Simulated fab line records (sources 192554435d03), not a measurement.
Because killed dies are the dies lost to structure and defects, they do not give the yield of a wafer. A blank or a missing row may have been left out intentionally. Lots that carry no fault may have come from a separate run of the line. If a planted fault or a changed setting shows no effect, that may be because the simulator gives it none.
Chamber matching :: flow n5_finfet :: N5_FIN_SAQP_ETCH_52 on rie_diel-02: 4 sister chambers
The step etches SOC in N2/H2, target depth 100 nm, overetch 20 nm, time 150 s. 20 wafers are shown with their chamber, then 10 later ones without.

== WAFERS WITH THEIR CHAMBER ==
wafer: L076.4
chamber: 3
drypump_motor_current_A (A): 5.3
showerhead_plenum_p_Torr (Torr): 2.62
oes_product_au (a.u.): 0.64

wafer: L076.5
chamber: 2
drypump_motor_current_A (A): 5.1
showerhead_plenum_p_Torr (Torr): 2.68
oes_product_au (a.u.): 0.67

wafer: L076.6
chamber: 1
drypump_motor_current_A (A): 5.8
showerhead_plenum_p_Torr (Torr): 2.58
oes_product_au (a.u.): 0.73

wafer: L079.1
chamber: 0
drypump_motor_current_A (A): 6.2
showerhead_plenum_p_Torr (Torr): 2.64
oes_product_au (a.u.): 0.66

wafer: L079.3
chamber: 3
drypump_motor_current_A (A): 5.3
showerhead_plenum_p_Torr (Torr): 2.62
oes_product_au (a.u.): 0.63

wafer: L079.4
chamber: 2
drypump_motor_current_A (A): 5.1
showerhead_plenum_p_Torr (Torr): 2.68
oes_product_au (a.u.): 0.66

wafer: L083.3
chamber: 1
drypump_motor_current_A (A): 5.8
showerhead_plenum_p_Torr (Torr): 2.58
oes_product_au (a.u.): 0.72

wafer: L083.4
chamber: 3
drypump_motor_current_A (A): 5.3
showerhead_plenum_p_Torr (Torr): 2.61
oes_product_au (a.u.): 0.63

wafer: L083.5
chamber: 3
drypump_motor_current_A (A): 5.3
showerhead_plenum_p_Torr (Torr): 2.61
oes_product_au (a.u.): 0.63

wafer: L084.1
chamber: 3
drypump_motor_current_A (A): 5.3
showerhead_plenum_p_Torr (Torr): 2.61
oes_product_au (a.u.): 0.64

wafer: L084.4
chamber: 1
drypump_motor_current_A (A): 5.7
showerhead_plenum_p_Torr (Torr): 2.58
oes_product_au (a.u.): 0.71

wafer: L084.6
chamber: 3
drypump_motor_current_A (A): 5.3
showerhead_plenum_p_Torr (Torr): 2.61
oes_product_au (a.u.): 0.63

wafer: L085.1
chamber: 0
drypump_motor_current_A (A): 6.2
showerhead_plenum_p_Torr (Torr): 2.63
oes_product_au (a.u.): 0.65

wafer: L085.4
chamber: 1
drypump_motor_current_A (A): 5.8
showerhead_plenum_p_Torr (Torr): 2.58
oes_product_au (a.u.): 0.72

wafer: L085.6
chamber: 3
drypump_motor_current_A (A): 5.3
showerhead_plenum_p_Torr (Torr): 2.61
oes_product_au (a.u.): 0.63

wafer: L086.1
chamber: 3
drypump_motor_current_A (A): 5.3
showerhead_plenum_p_Torr (Torr): 2.61
oes_product_au (a.u.): 0.63

wafer: L086.2
chamber: 0
drypump_motor_current_A (A): 6.2
showerhead_plenum_p_Torr (Torr): 2.63
oes_product_au (a.u.): 0.65

wafer: L086.3
chamber: 2
drypump_motor_current_A (A): 5.1
showerhead_plenum_p_Torr (Torr): 2.67
oes_product_au (a.u.): 0.66

wafer: L089.2
chamber: 0
drypump_motor_current_A (A): 6.2
showerhead_plenum_p_Torr (Torr): 2.63
oes_product_au (a.u.): 0.64

wafer: L089.3
chamber: 2
drypump_motor_current_A (A): 5.1
showerhead_plenum_p_Torr (Torr): 2.67
oes_product_au (a.u.): 0.65

SIGNATURES (means of the wafers above)
reading: drypump_motor_current_A
chamber 0: 6.200
chamber 1: 5.775
chamber 2: 5.100
chamber 3: 5.300
scatter within a chamber: 0.0217

reading: showerhead_plenum_p_Torr
chamber 0: 2.6325
chamber 1: 2.5800
chamber 2: 2.6750
chamber 3: 2.6125
scatter within a chamber: 0.00451

reading: oes_product_au
chamber 0: 0.6500
chamber 1: 0.7200
chamber 2: 0.6600
chamber 3: 0.6325
scatter within a chamber: 0.00685
Rule: distance of a wafer from a chamber = root of the sum over the readings of ((wafer's reading minus chamber's mean) / reading's scatter) squared. The wafer belongs to the nearest chamber; if the next one is less than 2 further off, it can't be placed. The scatter is the square root of a quotient: the sum, over the shown wafers, of each reading's squared deviation from its chamber's mean, divided by wafers minus chambers.

== WAFERS WHOSE CHAMBER IS MISSING ==
wafer: L089.6
drypump_motor_current_A (A): 5.1
showerhead_plenum_p_Torr (Torr): 2.67
oes_product_au (a.u.): 0.65

wafer: L090.1
drypump_motor_current_A (A): 5.7
showerhead_plenum_p_Torr (Torr): 2.57
oes_product_au (a.u.): 0.71

wafer: L090.2
drypump_motor_current_A (A): 6.2
showerhead_plenum_p_Torr (Torr): 2.63
oes_product_au (a.u.): 0.64

wafer: L090.6
drypump_motor_current_A (A): 5.1
showerhead_plenum_p_Torr (Torr): 2.67
oes_product_au (a.u.): 0.65

wafer: L093.1
drypump_motor_current_A (A): 5.3
showerhead_plenum_p_Torr (Torr): 2.60
oes_product_au (a.u.): 0.62

wafer: L093.5
drypump_motor_current_A (A): 5.8
showerhead_plenum_p_Torr (Torr): 2.57
oes_product_au (a.u.): 0.69

wafer: L093.6
drypump_motor_current_A (A): 6.1
showerhead_plenum_p_Torr (Torr): 2.63
oes_product_au (a.u.): 0.64

wafer: L094.2
drypump_motor_current_A (A): 5.3
showerhead_plenum_p_Torr (Torr): 2.60
oes_product_au (a.u.): 0.62

wafer: L094.3
drypump_motor_current_A (A): 5.7
showerhead_plenum_p_Torr (Torr): 2.57
oes_product_au (a.u.): 0.70

wafer: L094.5
drypump_motor_current_A (A): 5.3
showerhead_plenum_p_Torr (Torr): 2.60
oes_product_au (a.u.): 0.61

== EACH ONE'S CHAMBER ==
wafer: L089.6
from the rows above: 2
in truth: 2

wafer: L090.1
from the rows above: 1
in truth: 1

wafer: L090.2
from the rows above: 0
in truth: 0

wafer: L090.6
from the rows above: 2
in truth: 2

wafer: L093.1
from the rows above: 3
in truth: 3

wafer: L093.5
from the rows above: 1
in truth: 1

wafer: L093.6
from the rows above: 0
in truth: 0

wafer: L094.2
from the rows above: 3
in truth: 3

wafer: L094.3
from the rows above: 1
in truth: 1

wafer: L094.5
from the rows above: 3
in truth: 3
10 of 10 placed correctly. Not placeable from these rows: 0. Placed wrongly: 0.
